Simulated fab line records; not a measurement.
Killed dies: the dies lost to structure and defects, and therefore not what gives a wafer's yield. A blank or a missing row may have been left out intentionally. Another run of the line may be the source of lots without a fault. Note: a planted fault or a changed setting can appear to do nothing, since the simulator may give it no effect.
fab line records	flow nandHarc
record: lots: 5	wafers: 15	lastDay: 25
route steps=1159 shown P_CONTACT@217 END@1159
lots that met no fault: from a run of the same line without faults
startH: start of the lot's first displayed wafer, in hours after the record's first day	waitH: time in hours since the lot's previous step	" the same as in the row above	L1.1+2: a row that stands for several wafers	- no value, or no start was given	* or withheld: withheld	< > ~ a bound
route shown NAME@n: a module of which the file shows steps, and the number in the route of the first	usual: average and standard deviation across the fault-free wafers	same: alike in all rows	chamber/n: place in a boat	sites: per-site readings	_std_site: how widely they spread, as a standard deviation	_edge_site: outer sites' mean less inner sites'	radiusMm: for every site, how far away it sits from the centre of the wafer	mask NAME#n: copy n	behind: tool/chamber where the wafer was last shaped	hold: cause of the lot's hold/its duration in hours/its outcome	device: the n, p or np transistor that did not switch	end of line: tests of these same wafers at the route's end	where a step has no rows: the recipe by itself	killed: dies that structure and defects cost at the first sort, which is not the same as the wafer's yield	map: a wafer's dies, x killed, . not, _ none there
set.NAME: the setting that was run; set.NAME@STEP: the one run at that earlier step	model.NAME: the simulator's own value behind a step, which no gauge read
lots seen at some steps along the route; tables by step, rows by wafer
services: when a tool's chamber went out of use (startH, in hours from the record's first day, below 0 if earlier), for how many hours, and the reason
== steps ==
step: NHARC_P_CONTACT_DEP_30
recipe: targetThkA: 300	tempC: 400	targetThkNm: 30	flowSccm: 200	rfW: 450	material: SiNx
usual: heaterPowerW: 714/92
lot.wafer	tool	chamber	startH	waitH	heaterPowerW	sinceWetCleanH
L933.1	pecvd-01	1	116.19	0.1	623	47
L933.2	"	2	"	"	678	47
L933.5	"	2	"	"	701	-
L937.3	pecvd-02	1	137.42	0.1	781	152
L937.5	"	0	"	"	773	-
L937.4	"	2	"	"	701	-
L946.1	pecvd-02	2	187.97	0.1	658	22
L946.4	"	2	"	"	651	-
L946.5	"	1	"	"	685	-
L945.2	pecvd-03	2	194.16	0.1	730	70
L945.6	"	1	"	"	631	-
L945.5	"	2	"	"	739	-
L955.3	pecvd-03	2	246.47	0.2	772	122
L955.5	"	1	"	"	586	-
L955.6	"	2	"	"	734	-
step: NHARC_P_CONTACT_DEP_00
recipe: targetThkA: 5000	tempC: 400	pressureTorr: 6.5	rfW: 900	teosFlowSccm: 161.4	flowSccm: 2650	targetThkNm: 500	gas: O2	material: SiO2
usual: heaterPowerW: 561/91	mfcPrecursorSccm: 161.4/0.48	throttleValvePct: 16.2/0.72
lot.wafer	tool	chamber	startH	waitH	heaterPowerW	mfcPrecursorSccm	sinceWetCleanH	throttleValvePct
L933.1	pecvd-01	1	-	-	436	161.1	47	16.1
L933.2	"	2	"	"	440	161.8	47	15.5
L933.5	"	2	"	"	470	161.5	-	15.5
L937.3	pecvd-02	1	-	-	624	161.4	153	16.4
L937.5	"	0	"	"	560	161.3	-	16.1
L937.4	"	2	"	"	559	161.6	-	15.7
L946.1	pecvd-02	2	-	-	568	162.0	22	15.7
L946.4	"	2	"	"	604	160.7	-	15.8
L946.5	"	1	"	"	632	161.2	-	16.1
L945.2	pecvd-03	2	-	-	582	160.4	70	15.1
L945.6	"	1	"	"	364	161.9	-	17.3
L945.5	"	2	"	"	595	161.1	-	15.1
L955.3	pecvd-03	2	-	-	609	161.6	123	15.6
L955.5	"	1	"	"	413	161.0	-	17.5
L955.6	"	2	"	"	456	161.3	-	15.4
step: NHARC_P_CONTACT_CMP_01
recipe: targetThkNm: 200	material: SiO2
usual: edgeZonePressureFrac: 1.001/0.0049	motorCurrentA: 12.1/1.1
lot.wafer	tool	chamber	startH	waitH	edgeZonePressureFrac	motorCurrentA
L933.1	cmp-04	0	116.93	-	0.992	13.1
L933.2	"	3	"	"	0.997	11.1
L933.5	"	0	"	"	0.997	13.3
L937.3	cmp-03	2	138.12	-	1.006	12.9
L937.4	"	3	"	"	1.000	11.0
L937.5	"	2	"	"	1.008	11.9
L946.4	cmp-02	3	188.70	-	0.998	13.5
L946.1	"	1	"	"	0.993	11.8
L946.5	"	3	"	"	0.999	14.1
L945.2	cmp-02	2	194.86	-	0.999	9.9
L945.6	"	3	"	"	1.005	13.6
L945.5	"	0	"	"	1.001	10.8
L955.3	cmp-03	3	247.19	-	1.016	10.8
L955.5	"	1	"	"	1.003	13.0
L955.6	"	2	"	"	0.994	12.2
step: NHARC_P_CONTACT_SRD_03
step: NHARC_P_CONTACT_DEHYDRATE_04
recipe: tempC: 150	timeS: 120
step: NHARC_P_CONTACT_HMDS_05
recipe: timeS: 30
step: NHARC_P_CONTACT_COAT_33
recipe: tempC: 260	timeS: 75
step: NHARC_P_CONTACT_COAT_34
recipe: tempC: 225	timeS: 65
step: NHARC_P_CONTACT_COAT_06
recipe: spinRpm: 1500	resistThkNm: 90
step: NHARC_P_CONTACT_SOFTBAKE_07
recipe: tempC: 105	timeS: 55
step: NHARC_P_CONTACT_EBR_08
step: NHARC_P_CONTACT_EXPOSE_09
recipe: na: 1.35	targetCdNm: 90	doseMj: 81.26	maskId: P_CA
usual: exposureDoseMJCm2: 81.23/0.074
lot.wafer	tool	chamber	startH	waitH	mask	exposureDoseMJCm2
L933.1	arfiScanner-02	0	117.62	-	P_CA#0	81.43
L933.2	"	0	"	"	P_CA#0	81.25
L933.5	"	0	"	"	P_CA#0	81.31
L937.3	arfiScanner-02	0	138.71	-	P_CA#0	81.16
L937.4	"	0	"	"	P_CA#0	81.24
L937.5	"	0	"	"	P_CA#0	81.22
L946.1	arfiScanner-01	0	189.38	-	P_CA#0	81.10
L946.4	"	0	"	"	P_CA#0	81.22
L946.5	"	0	"	"	P_CA#0	81.23
L945.2	arfiScanner-01	0	195.48	-	P_CA_R1#0	81.26
L945.5	"	0	"	"	P_CA_R1#0	81.17
L945.6	"	0	"	"	P_CA_R1#0	81.22
L955.3	arfiScanner-01	0	247.84	-	P_CA#0	81.23
L955.5	"	0	"	"	P_CA#0	81.36
L955.6	"	0	"	"	P_CA#0	81.28
step: NHARC_P_CONTACT_PEB_10
recipe: pebTempC: 100	pebTimeS: 65
step: NHARC_P_CONTACT_DEVELOP_11
recipe: developTimeS: 35	devTempC: 23
step: NHARC_P_CONTACT_CD_MEAS_12
recipe: targetCdNm: 90	landingEnergyEv: 500
usual: cdNm: 90.2/0.57
lot.wafer	tool	chamber	startH	waitH	cdNm
L933.1	cdSem-02	0	117.76	-	88.9
L933.2	"	0	"	"	88.9
L933.5	"	0	"	"	89.0
L937.3	cdSem-02	0	138.86	-	90.5
L937.4	"	0	"	"	89.6
L937.5	"	0	"	"	90.2
L946.1	cdSem-02	0	189.51	-	90.7
L946.4	"	0	"	"	91.3
L946.5	"	0	"	"	91.0
L945.2	cdSem-03	0	195.62	-	91.8
L945.5	"	0	"	"	92.1
L945.6	"	0	"	"	91.7
L955.3	cdSem-02	0	247.97	-	91.0
L955.5	"	0	"	"	90.8
L955.6	"	0	"	"	91.1
step: NHARC_P_CONTACT_OVL_MEAS_13
usual: overlayXNm: -0.1/1	overlayYNm: -0.1/0.66
lot.wafer	tool	chamber	startH	waitH	overlayXNm	overlayYNm
L933.1	overlay-01	-	117.85	-	1.4	1.0
L933.2	"	-	"	"	1.3	1.0
L933.5	"	-	"	"	1.1	0.7
L937.3	overlay-01	-	138.94	-	0.1	0.6
L937.4	"	-	"	"	-0.5	0.2
L937.5	"	-	"	"	0.0	0.8
L946.1	overlay-02	-	189.60	-	0.3	-0.6
L946.4	"	-	"	"	0.7	-0.3
L946.5	"	-	"	"	0.4	-0.5
L945.2	overlay-01	-	195.70	-	-0.4	-0.4
L945.5	"	-	"	"	-0.2	-0.6
L945.6	"	-	"	"	-0.9	-0.7
L955.3	overlay-02	-	248.06	-	-1.2	-0.4
L955.5	"	-	"	"	-1.7	0.2
L955.6	"	-	"	"	-1.7	0.1
step: NHARC_P_CONTACT_INSPECT_14
usual: rawDefectCount: 3.3/2.2
lot.wafer	tool	chamber	startH	waitH	rawDefectCount
L933.1	defectInspect-01	-	117.89	0.0	13
L933.2	"	-	"	"	5
L933.5	"	-	"	"	9
L937.3	defectInspect-02	-	138.98	0.0	7
L937.4	"	-	"	"	1
L937.5	"	-	"	"	7
L946.1	defectInspect-01	-	189.64	0.0	2
L946.4	"	-	"	"	1
L946.5	"	-	"	"	2
L945.2	defectInspect-01	-	195.74	0.0	4
L945.5	"	-	"	"	2
L945.6	"	-	"	"	1
L955.3	defectInspect-02	-	248.09	0.0	3
L955.5	"	-	"	"	2
L955.6	"	-	"	"	3
step: NHARC_P_CONTACT_DESCUM_17
recipe: timeS: 3	o2FlowSccm: 200	arFlowSccm: 0	biasPowerW: 0	chemistry: O2
usual: drypumpMotorCurrentA: 5.9/0.41	oesProductAu: 0.999/0.011	rfVppV: 57.9/0.87	showerheadPlenumPTorr: 1.94/0.061	throttleValvePct: 11.311/0.0095
lot.wafer	tool	chamber	startH	waitH	drypumpMotorCurrentA	oesProductAu	rfHoursCounterH	rfVppV	showerheadPlenumPTorr	throttleValvePct	model.P_CONTACT.cdNm
L933.2	rieDiel-02	3	117.95	0.1	5.5	0.989	14	56.6	1.78	11.306	88.75
L933.1	"	1	"	"	4.9	0.989	15	56.0	1.90	11.310	89.06
L933.5	"	0	"	"	5.6	0.989	-	57.3	1.99	11.319	88.27
L937.4	rieDiel-02	0	139.04	0.1	5.6	0.996	15	58.0	1.99	11.305	88.79
L937.3	"	1	"	"	5.0	0.995	17	58.3	1.90	11.311	90.75
L937.5	"	1	"	"	5.0	0.997	-	58.2	1.90	11.320	90.21
L946.4	rieDiel-09	2	189.72	0.1	6.2	1.015	9	58.9	1.96	11.299	91.65
L946.1	"	3	"	"	5.9	0.990	9	57.9	2.01	11.310	90.34
L946.5	"	1	"	"	6.5	1.000	-	57.2	1.96	11.316	91.32
L945.2	rieDiel-08	2	195.81	0.1	5.9	0.996	12	57.5	1.84	11.304	92.06
L945.5	"	1	"	"	5.5	1.010	-	57.1	1.90	11.313	92.27
L945.6	"	2	"	"	6.0	0.992	-	56.4	1.84	11.311	91.73
L955.3	rieDiel-09	0	248.15	0.1	6.0	0.998	16	59.0	1.93	11.322	91
L955.6	"	0	"	"	6.0	1.002	-	58.8	1.93	11.314	91.07
L955.5	"	1	"	"	6.6	0.999	-	58.7	1.96	11.315	90.85
step: NHARC_P_CONTACT_ETCH_35
recipe: targetDepthA: 390	overEtchFrac: 0.3	timeS: 65	ionEnergyEv: 80	cf4FlowSccm: 150	arFlowSccm: 0	rfW: 300	biasW: 100	chemistry: CF4
usual: biasW: 99.96/0.28	cf4FlowSccm: 150.1/0.44	drypumpMotorCurrentA: 5.9/0.43	oesProductAu: 1.000/0.012	rfVppV: 151.5/1.1	showerheadPlenumPTorr: 1.79/0.054	throttleValvePct: 13.283/0.0093
lot.wafer	tool	chamber	startH	waitH	biasW	cf4FlowSccm	drypumpMotorCurrentA	oesProductAu	rfHoursCounterH	rfVppV	showerheadPlenumPTorr	throttleValvePct	model.P_CONTACT.cdNm
L933.2	rieDiel-02	1	118.03	0.1	99.03	149.9	5.0	0.984	15	152.2	1.76	13.294	88.51
L933.1	"	2	"	"	99.79	150.3	5.2	1.000	13	151.3	1.75	13.288	88.68
L933.5	"	1	"	"	99.11	150.0	4.9	0.983	-	148.7	1.76	13.269	88.12
L937.4	rieDiel-02	2	139.13	0.1	100.38	150.2	5.2	1.007	15	150.4	1.75	13.268	88.7
L937.3	"	1	"	"	99.71	149.8	4.9	1.002	17	151.7	1.76	13.283	90.51
L937.5	"	3	"	"	99.92	150.1	5.6	1.001	-	150.2	1.65	13.287	89.77
L946.1	rieDiel-09	0	189.80	0.1	100.15	149.3	6.0	0.991	10	152.4	1.78	13.275	90.11
L946.4	"	1	"	"	100.00	149.1	6.5	0.989	10	151.9	1.81	13.269	91.52
L946.5	"	2	"	"	100.34	149.7	6.2	1.014	-	150.9	1.81	13.289	91.35
L945.2	rieDiel-08	2	195.89	0.1	99.71	149.8	6.0	0.995	12	150.5	1.70	13.291	92.31
L945.6	"	2	"	"	99.75	149.9	6.0	0.999	-	149.8	1.70	13.281	91.91
L945.5	"	3	"	"	100.17	149.8	5.5	1.010	-	151.0	1.68	13.290	92.24
L955.3	rieDiel-09	0	248.25	0.1	100.43	150.6	6.0	1.005	16	151.6	1.78	13.275	90.74
L955.5	"	2	"	"	100.30	150.0	6.2	1.008	-	152.0	1.80	13.295	90.98
L955.6	"	3	"	"	100.02	149.6	5.8	0.989	-	151.5	1.85	13.278	91.48
step: NHARC_P_CONTACT_ETCH_36
recipe: targetDepthA: 2600	overEtchFrac: 0.25	timeS: 406.25	ionEnergyEv: 200	n2FlowSccm: 150	h2FlowSccm: 150	arFlowSccm: 0	rfW: 400	biasW: 150	chemistry: N2/H2
usual: biasW: 150.1/0.42	drypumpMotorCurrentA: 5.9/0.4	oesProductAu: 0.999/0.012	rfVppV: 431.3/2.1	showerheadPlenumPTorr: 2.06/0.073	throttleValvePct: 14.172/0.0084
lot.wafer	tool	chamber	startH	waitH	biasW	drypumpMotorCurrentA	oesProductAu	rfHoursCounterH	rfVppV	showerheadPlenumPTorr	throttleValvePct
L933.2	rieDiel-02	3	-	-	151.4	5.5	1.003	14	425.9	1.90	14.166
L933.1	"	0	"	"	149.5	5.7	0.997	14	432.9	2.12	14.169
L933.5	"	3	"	"	150.4	5.5	1.006	-	427.7	1.90	14.172
L937.4	rieDiel-02	1	-	-	150.0	5.0	0.993	17	431.9	2.03	14.170
L937.3	"	2	"	"	149.8	5.2	0.997	15	429.7	2.02	14.186
L937.5	"	0	"	"	150.7	5.6	0.992	-	431.6	2.12	14.157
L946.4	rieDiel-09	3	-	-	150.1	5.8	0.983	9	432.5	2.15	14.178
L946.1	"	0	"	"	149.8	6.0	1.014	10	431.1	2.06	14.170
L946.5	"	3	"	"	149.5	5.8	0.991	-	433.5	2.15	14.181
L945.2	rieDiel-08	2	-	-	150.4	6.0	0.990	12	429.5	1.96	14.152
L945.6	"	3	"	"	150.7	5.6	1.005	-	429.4	1.92	14.155
L945.5	"	0	"	"	150.5	5.7	1.008	-	428.6	1.93	14.171
L955.3	rieDiel-09	2	-	-	150.8	6.2	1.012	17	432.2	2.09	14.167
L955.6	"	2	"	"	149.6	6.2	1.017	-	431.5	2.09	14.166
L955.5	"	3	"	"	150.5	5.9	0.984	-	434.0	2.14	14.180
step: NHARC_END_SORT_01
recipe: tempC: 25
usual: killedAtArray: 29/10	killedAtOther: 0.7/1.1	killedAtPeriphery: 3.2/2.2	killedDies: 33/11	killedOpen: 3.5/1.8	killedShort: 2.0/1.4
same: grossDies: 677
lot.wafer	tool	chamber	startH	waitH	killedAtArray	killedAtOther	killedAtPeriphery	killedDies	killedOpen	killedShort
L946.1	prober-01	0	521.57	2.5	24	0	2	26	7	1
L946.4	prober-01	0	524.00	3.4	16	0	2	18	3	0
L946.5	prober-01	0	524.81	3.7	16	2	0	18	0	1
L945.2	prober-02	0	535.11	2.8	22	1	0	23	2	2
L945.5	prober-02	0	537.51	3.7	12	0	3	15	3	2
L945.6	prober-02	0	538.31	4.0	20	0	3	23	2	4
killed by level:class
L946.1 A_CONTACT:chamberFilmFlake=8 A_CHANNEL_HOLE_D1:chamberFilmFlake=6 A_STAIRCASE:chamberFilmFlake=3 A_ONON_D1:geometricParticle:open=2 A_M0:geometricParticle:open=2 P_GATE:geometricParticle:short=1 P_CONTACT:geometricParticle:open=1 A_CHANNEL_FILL_D1:geometricParticle:open=1
L946.4 A_STAIRCASE:chamberFilmFlake=5 A_CHANNEL_HOLE_D1:chamberFilmFlake=4 A_SLIT:chamberFilmFlake=2 A_CONTACT:chamberFilmFlake=2 P_M0:geometricParticle:open=1 A_CONTACT:geometricParticle:open=1 A_BLC:geometricParticle:open=1 P_BONDPAD:chamberFilmFlake=1
L946.5 A_CHANNEL_HOLE_D1:chamberFilmFlake=9 A_CONTACT:chamberFilmFlake=4 A_SLIT:chamberFilmFlake=2 THIN_TSV:chamberFilmFlake=2 A_WL_FILL:geometricParticle:short=1
L945.2 A_CONTACT:chamberFilmFlake=6 A_BONDPAD:chamberFilmFlake=6 A_CHANNEL_HOLE_D1:chamberFilmFlake=5 A_WL_FILL:geometricParticle:short=2 A_ONON_D1:geometricParticle:open=1 A_M0:geometricParticle:open=1 A_SGD_CUT:chamberFilmFlake=1 HYBRID_BOND:latent=1
L945.5 A_CONTACT:chamberFilmFlake=4 A_CONTACT:geometricParticle:open=2 A_STAIRCASE:chamberFilmFlake=2 A_BONDPAD:chamberFilmFlake=2 P_GATE:geometricParticle:short=1 P_CONTACT:geometricParticle:short=1 A_WL_FILL:geometricParticle:open=1 P_BONDPAD:chamberFilmFlake=1
L945.6 A_CHANNEL_HOLE_D1:chamberFilmFlake=7 A_CONTACT:chamberFilmFlake=5 A_BONDPAD:chamberFilmFlake=4 A_WL_FILL:geometricParticle:short=3 P_STI:geometricParticle:open=1 P_CONTACT:geometricParticle:open=1 P_M0:geometricParticle:short=1 A_STAIRCASE:chamberFilmFlake=1
== services ==
tool	chamber	startH	hours	kind
rieDiel-09	3	94.16	6.6	repair
pecvd-03	-	111.03	13.0	pm
cmp-03	-	112.13	3.6	repair
rieDiel-08	1	118.18	7.1	repair
rieDiel-08	-	125.88	9.0	pm
cmp-02	-	128.50	4.0	pm
arfiScanner-02	-	137.03	0.4	repair
rieDiel-08	0	146.72	4.7	repair
pecvd-03	-	150.60	2.3	repair
rieDiel-02	-	150.73	9.0	pm
pecvd-02	-	153.20	13.0	pm
cmp-03	-	156.00	4.0	pm
arfiScanner-01	-	163.27	23.8	repair
rieDiel-09	2	175.33	3.8	repair
arfiScanner-02	-	181.79	8.6	repair
arfiScanner-01	-	196.00	4.0	pm
cmp-03	-	196.78	2.9	repair
rieDiel-02	2	221.94	4.6	repair
arfiScanner-01	-	222.25	0.4	repair
cmp-02	-	226.56	4.0	pm
rieDiel-08	-	236.07	1.2	repair
pecvd-01	-	237.40	13.0	pm
rieDiel-09	0	238.35	6.3	repair
arfiScanner-01	-	244.19	0.6	repair
== key ==
firstSign: step: NHARC_P_CONTACT_EXPOSE_09	reading: mask	direction: changed
effect: step: NHARC_P_CONTACT_CD_MEAS_12	reading: cdNm	direction: up	sigmas: 2.9	usual: 90.2	struck: 91.9
modelEffect: step: NHARC_P_CONTACT_DESCUM_17	value: P_CONTACT.cdNm	without: 90.03	struck: 92.02
modelEffect: step: NHARC_P_CONTACT_ETCH_35	value: P_CONTACT.cdNm	without: 90.16	struck: 92.15
metAt NHARC_P_CONTACT_EXPOSE_09
struckWafers L945.2,L945.5,L945.6
testerLeftOut L945
onsetBetween 189.38 195.48
fault: kind: wrongMask	tool: any	chamber: -	onsetH: 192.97	steps: NHARC_P_CONTACT_EXPOSE_09	auxCopy: P_CA_R1#0	cdOffsetNm: 1.9918	scope: struckLotsOnly
testerLeftOut: of these lots the tester's yield and bins aren't shown, on N5 and GAA mostly nor the transistor test; their killed dies are dies lost to structure and defects alone, not to doping, threshold or leakage, so they don't give the yield
